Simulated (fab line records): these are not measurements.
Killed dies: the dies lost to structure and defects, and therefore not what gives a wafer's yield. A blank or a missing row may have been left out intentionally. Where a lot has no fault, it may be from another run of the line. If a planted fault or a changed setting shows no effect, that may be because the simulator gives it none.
Chamber matching -- flow nand harc -- NHARC_A_CONTACT_ETCH_91 on rie diel-08: 4 sister chambers
The step etches the open film in CH3F/O2, target depth 40 nm, time 85.7 s. 4 wafers are shown with their chamber, then 10 later ones without.

== WAFERS, EACH WITH ITS CHAMBER ==
wafer,chamber,showerhead plenum p Torr (Torr)
L091.3,2,2.59
L090.4,1,2.39
L094.1,0,2.37
L094.3,3,2.34

== WAFERS WITHOUT THEIR CHAMBER ==
wafer,showerhead plenum p Torr (Torr)
L094.6,2.39
L097.1,2.37
L097.2,2.39
L097.6,2.36
L095.1,2.34
L095.3,2.59
L095.5,2.59
L096.2,2.39
L096.4,2.36
L096.5,2.59

== THE CHAMBER EACH PASSED THROUGH ==
wafer,from the rows above,in truth
L094.6,1,1
L097.1,0,0
L097.2,1,1
L097.6,0,0
L095.1,3,3
L095.3,2,2
L095.5,2,2
L096.2,1,1
L096.4,0,0
L096.5,2,2
Placed correctly: 10 of 10. Left unplaced by these rows: 0. Placed wrongly: 0.
How it was worked out, from the rows above alone: a wafer's distance from a chamber is the root of the sum, over the readings, of the square of ((its reading less the chamber's mean) divided by the reading's scatter). If the next closest chamber is less than 2 further off than the closest, the wafer can't be placed; otherwise it belongs to the closest. Each chamber's mean is taken over the wafers shown for it. The scatter: root of mean squared gap, hidden wafer to nearest shown wafer, with one shown wafer a chamber.
